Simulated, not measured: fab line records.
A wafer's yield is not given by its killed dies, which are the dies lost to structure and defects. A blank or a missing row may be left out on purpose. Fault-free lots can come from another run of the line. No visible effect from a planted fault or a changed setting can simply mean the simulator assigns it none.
Which of the tools did it?    flow n5_finfet    9 lots, 27 wafers sampled, at 7 steps of a route of 1938

== WHAT THE GAUGES SHOWED, per wafer ==
N5_FIN_SAQP_INSPECT_40: inspects for defects (brightfield).
lot   measured     on                 raw_defect_count
L984  day 2 04:40  defect_inspect-01  284 256 320
L990  day 3 14:04  defect_inspect-02  172 144 191
L992  day 4 02:03  defect_inspect-01  116 113 136
L996  day 5 06:22  defect_inspect-02  190 234 192
L997  day 5 11:20  defect_inspect-02  334 284 153
L998  day 5 18:17  defect_inspect-01  234 189 298
L100  day 6 03:02  defect_inspect-01  289 214 259
L104  day 7 02:22  defect_inspect-01  506 501 582
L105  day 7 10:54  defect_inspect-02  467 456 501

N5_FIN_CUT_OVL_MEAS_09.
lot   measured     on          FIN_CUT_OVL (nm)
L984  day 2 05:00  overlay-02  -0.3 0.4 -0.4
L990  day 3 14:32  overlay-02  -1.4 -0.9 -0.2
L992  day 4 02:24  overlay-02  -1.6 -0.3 -0.8
L996  day 5 06:42  overlay-01  0.5 1.4 -0.2
L997  day 5 11:47  overlay-01  -0.4 -0.4 -0.2
L998  day 5 18:45  overlay-01  -0.2 0.8 -0.5
L100  day 6 03:22  overlay-02  -1.0 0.4 -0.6
L104  day 7 02:43  overlay-02  -1.5 -0.4 -0.3
L105  day 7 11:14  overlay-01  -0.3 0.0 -1.4

N5_FIN_CUT_INSPECT_10: inspects for defects (brightfield).
lot   measured     on                 raw_defect_count
L984  day 2 05:04  defect_inspect-01  55 37 51
L990  day 3 14:35  defect_inspect-02  29 29 37
L992  day 4 02:26  defect_inspect-01  37 17 27
L996  day 5 06:45  defect_inspect-01  30 38 38
L997  day 5 11:51  defect_inspect-02  61 50 39
L998  day 5 18:49  defect_inspect-01  32 37 42
L100  day 6 03:26  defect_inspect-01  60 37 50
L104  day 7 02:46  defect_inspect-02  312 315 345
L105  day 7 11:17  defect_inspect-01  325 334 337

N5_BEOL_M4_RC_MEAS_101.
lot   measured      on         DIBL_N (mV/V)   DIBL_P (mV/V)   IOFF_N (nA/um)  IOFF_P (nA/um)  ION_N (uA/um)  ION_P (uA/um)  SS_N (mV/dec)   SS_P (mV/dec)   VT_N (mV)    VT_P (mV)
L984  day 7 21:47   prober-01  38.3 39.7 36.7  40.6 42.2 38.1  0.22 0.25 0.18  0.29 0.33 0.24  691 681 675    471 473 467    71.8 73.0 72.2  74.1 74.5 73.4  247 243 250  -247 -244 -248
L990  day 9 13:07   prober-02  36.4 37.5 35.8  38.5 39.4 37.3  0.17 0.19 0.16  0.25 0.26 0.23  664 675 666    460 465 461    72.0 71.8 71.3  73.9 73.2 73.3  248 248 248  -251 -251 -249
L992  day 10 01:18  prober-02  36.2 35.7 37.7  35.5 36.2 37.3  0.13 0.13 0.16  0.18 0.18 0.21  659 655 664    453 452 457    72.0 71.5 72.6  73.3 72.9 72.8  256 255 252  -252 -252 -250
L996  day 11 16:25  prober-01  36.9 37.1 37.4  36.1 36.9 37.8  0.15 0.15 0.17  0.25 0.26 0.28  664 666 686    464 464 474    70.8 71.7 71.7  72.6 73.8 72.7  251 252 249  -243 -248 -243
L997  day 11 14:33  prober-01  38.1 38.3 38.3  38.6 38.1 37.8  0.20 0.19 0.18  0.26 0.25 0.24  680 689 686    467 469 465    71.4 71.6 72.5  74.6 73.7 73.2  246 245 245  -248 -248 -248
L998  day 11 14:55  prober-02  38.1 38.0 36.9  37.7 36.8 36.9  0.17 0.17 0.17  0.26 0.22 0.24  676 674 699    469 462 477    71.7 71.7 71.6  73.6 73.1 73.4  250 248 249  -247 -252 -249
L100  day 12 03:09  prober-02  36.6 34.0 36.0  36.8 33.8 36.7  0.16 0.12 0.16  0.22 0.17 0.21  674 660 693    465 457 469    72.5 71.4 71.6  73.8 72.9 73.8  251 254 249  -250 -254 -249
L104  day 13 16:40  prober-02  37.1 34.8 32.6  37.2 35.2 31.7  0.18 0.14 0.10  0.22 0.18 0.15  677 677 650    461 458 449    71.6 70.7 69.9  74.7 72.4 72.3  246 252 257  -251 -254 -259
L105  day 13 20:19  prober-01  34.2 39.0 36.4  36.0 41.1 37.0  0.12 0.20 0.14  0.19 0.27 0.21  669 677 667    467 465 464    71.6 72.0 71.3  72.4 73.9 73.9  256 246 254  -254 -248 -248

== WHICH TOOL RAN EACH LOT (tool, then ch and the chambers of the sampled wafers, then the start) ==
lot   N5_FIN_SAQP_STRIP_23                N5_FIN_SAQP_MANDREL1_REMOVE_56   N5_FIN_SAQP_SPACER2_ALD_28
L984  wet_bench-03 ch 1,5,7, day 2 00:46  rie_si-04 ch 0,1,2, day 2 02:18  ald_sin-03 ch 0,1,2, day 2 03:34
L990  wet_bench-04 ch 0,6,7, day 3 10:21  rie_si-02 ch 1,2,3, day 3 11:49  ald_sin-01 ch 1,2, day 3 12:57
L992  wet_bench-03 ch 0,2,5, day 3 22:17  rie_si-02 ch 2,3, day 3 23:46    ald_sin-04 ch 0,1,2, day 4 00:56
L996  wet_bench-03 ch 1,3,4, day 5 00:38  rie_si-04 ch 0,2,3, day 5 02:05  ald_sin-03 ch 1,2,3, day 5 05:02
L997  wet_bench-01 ch 2,4,6, day 5 07:22  rie_si-05 ch 1,2, day 5 08:49    ald_sin-01 ch 0,2,3, day 5 10:05
L998  wet_bench-04 ch 3,4,5, day 5 12:32  rie_si-02 ch 1,2, day 5 14:03    ald_sin-03 ch 0,1,3, day 5 17:07
L100  wet_bench-03 ch 0,3,4, day 5 23:21  rie_si-02 ch 0,1,3, day 6 00:48  ald_sin-04 ch 1,3, day 6 01:56
L104  wet_bench-03 ch 0,4,7, day 6 22:24  rie_si-05 ch 0,1,3, day 6 23:55  ald_sin-03 ch 0,2,3, day 7 01:13
L105  wet_bench-03 ch 1,2,4, day 7 06:16  rie_si-04 ch 0,1, day 7 07:43    ald_sin-03 ch 1,2, day 7 09:05
- N5_FIN_SAQP_STRIP_23: strips in SPM, time 750 s.
- N5_FIN_SAQP_MANDREL1_REMOVE_56: chemistry HBr/Cl2/O2, target a-Si, stops on SiNx, bt time 10 s.
- N5_FIN_SAQP_SPACER2_ALD_28: deposits SiO2, target thk 8.1 nm, pulse time 1 s, purge time 2 s.

== WHAT THE TOOLS THEMSELVES READ (means of the sampled wafers that have a number; where no wafer has one, the mark that the record gives instead) ==
N5_FIN_SAQP_MANDREL1_REMOVE_56.
lot   tool       drypump_motor_current_A (A)  oes_product_au (a.u.)  throttle_valve_pct (%)
L984  rie_si-04  5.8                          0.995                  36.68
L990  rie_si-02  5.4                          1.006                  36.74
L992  rie_si-02  5.5                          1.014                  36.69
L996  rie_si-04  5.8                          1.013                  36.76
L997  rie_si-05  6.0                          1.012                  36.89
L998  rie_si-02  5.6                          0.999                  36.63
L100  rie_si-02  5.5                          1.009                  36.83
L104  rie_si-05  6.2                          0.998                  36.97
L105  rie_si-04  5.7                          0.976                  36.73

N5_FIN_SAQP_SPACER2_ALD_28.
lot   tool        heater_power_w (W)  precursor_pulse_height_rel  susceptor_temp_C (C)
L984  ald_sin-03  526                 1.001                       300.04
L990  ald_sin-01  470                 1.016                       300.02
L992  ald_sin-04  484                 0.973                       300.04
L996  ald_sin-03  531                 1.002                       300.10
L997  ald_sin-01  502                 1.001                       299.81
L998  ald_sin-03  541                 1.004                       300.05
L100  ald_sin-04  464                 1.016                       300.11
L104  ald_sin-03  532                 1.020                       300.16
L105  ald_sin-03  513                 0.985                       299.89

== THE ANSWER, worked out from the rows above alone ==
Rule: usual is defined by the lots themselves. The widest of any qualifying gaps counts: lots, ordered by their means at a reading, are off when they make up no more than a third of the lots, leave a main group of 4 or more, and stand apart from it by 3 or more times the standard deviation of that group's means. A main group is skipped when, at the precision printed for the reading in the tables above, its means are all equal. A lot without any number at a reading at which 4 lots or more have one is off too. All remaining lots with rows at the step are treated as sound. First the gauges in route order, then the tools' own readings, where a lot's mean is used as printed above. The first step at which some lot is off is used, and at that step the reading that is off furthest; a lot without a number counts as furthest.
Off: L104, L105, at N5_FIN_SAQP_INSPECT_40 (raw_defect_count). The main group: mean 219, standard deviation 53.
If a tool, at a process step before that reading, ran all the lots that are off and no sound lot after the first of them, it fits. The gauges at N5_FIN_SAQP_INSPECT_40 are tried like those tools. Undecided on this evidence; 2 tools fit (wet_bench-03 at N5_FIN_SAQP_STRIP_23, ald_sin-03 at N5_FIN_SAQP_SPACER2_ALD_28).

== WHAT HAD BEEN PUT IN BY THE SIMULATOR ==
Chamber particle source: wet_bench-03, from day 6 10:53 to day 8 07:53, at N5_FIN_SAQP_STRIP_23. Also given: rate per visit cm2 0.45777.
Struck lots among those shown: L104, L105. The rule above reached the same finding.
